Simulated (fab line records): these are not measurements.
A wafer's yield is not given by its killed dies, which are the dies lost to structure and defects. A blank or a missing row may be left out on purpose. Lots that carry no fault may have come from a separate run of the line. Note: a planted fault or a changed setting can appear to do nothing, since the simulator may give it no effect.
Split-lot trial	flow n5_finfet	21 wafers read across 7 lots, on a route 1938 steps long

THE SPLIT ITSELF
At N5_DUMMY_GATE_COAT_28 (time 60 s, resist thk 10 nm), the setting spin_rpm was moved away from the recipe's 1500 rpm on 7 of the 21 wafers read, by -6.9% to +10.4%. This setting was run at the recipe's value on the other wafers.

The reading comes from the split's own step.

THE READING
underlayer_of_DUMMY_GATE_COAT_28.thk_nm (the simulator's own value, which no gauge read), in nm, at N5_DUMMY_GATE_COAT_28 (time 60 s, resist thk 10 nm). There is no usual value for it anywhere in the file.

wafer	tool, chamber at the split	spin_rpm as run, rpm	against the recipe	underlayer_of_DUMMY_GATE_COAT_28.thk_nm, nm	against lot-mates on the recipe
L074.1	litho_track-05, 0	1500	recipe	10	-
L074.3	litho_track-05, 0	1500	recipe	10	-
L074.5	litho_track-05, 0	1649	+9.9%	9.6	-0.4
L078.3	litho_track-03, 0	1500	recipe	10	-
L078.4	litho_track-03, 0	1500	recipe	10	-
L078.5	litho_track-03, 0	1500	recipe	10	-
L079.1	litho_track-04, 0	1500	recipe	10	-
L079.4	litho_track-04, 0	1500	recipe	10	-
L079.5	litho_track-04, 0	1500	recipe	10	-
L086.3	litho_track-05, 0	1396	-6.9%	10.4	+0.4
L086.4	litho_track-05, 0	1396	-6.9%	10.4	+0.4
L086.6	litho_track-05, 0	1500	recipe	10	-
L090.1	litho_track-03, 0	1585	+5.7%	9.8	-0.2
L090.5	litho_track-03, 0	1585	+5.7%	9.8	-0.2
L090.6	litho_track-03, 0	1500	recipe	10	-
L091.1	litho_track-03, 0	1500	recipe	10	-
L091.5	litho_track-03, 0	1500	recipe	10	-
L091.3	litho_track-03, 0	1656	+10.4%	9.4	-0.6
L094.1	litho_track-05, 0	1655	+10.3%	9.4	-0.6
L094.3	litho_track-05, 0	1500	recipe	10	-
L094.6	litho_track-05, 0	1500	recipe	10	-

FIT RESULTS
A straight line over all 21 wafers: underlayer_of_DUMMY_GATE_COAT_28.thk_nm changes by -0.0518 nm for each +1% of spin_rpm; r = -0.98; the points scatter about the line by 0.045 nm.
The same after taking each lot's own level away (the mean of its wafers on the recipe; 21 wafers): -0.0518 nm for each +1%; r = -0.98; scatter 0.045 nm.
According to that fit, moving spin_rpm by its largest amount changes the reading by 0.54 nm.
The lots' own levels span 10.00 to 10.00 nm.
So the lot-to-lot level changes the slope little: the two slopes agree.
Check: for one of the wafers moved furthest among these (+10.4%), held out of the fit, the line's prediction against its lot-mates is -0.504 nm. Against them it came out at -0.6 nm.

ADDITIONAL SPLITS CARRIED BY THESE WAFERS
Note: prior to the reading, these wafers also went through further splits. Each is held against what the fit with the lots' levels taken away leaves over:
other split on the same wafers	wafers away from the commonest value	r with underlayer_of_DUMMY_GATE_COAT_28.thk_nm (lot level and that fit taken away)
N5_WELL_APT_PEB_06 peb_time_s	7	+0.33
N5_WELL_APT_DEVELOP_07 develop_time_s	8	+0.18
N5_FIN_SAQP_HM_DEP_03 time_s	9	-0.15
N5_FIN_SAQP_EXPOSE_13 dose_mj	7	+0.15
N5_FIN_CUT_EXPOSE_05 dose_mj	6	-0.02
N5_DUMMY_GATE_CVD_03 temp_c	12	-0.08

THE FILE'S OWN FIT
underlayer_of_DUMMY_GATE_COAT_28.thk_nm changes by -0.0516 nm for each +1% of spin_rpm, r = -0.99.
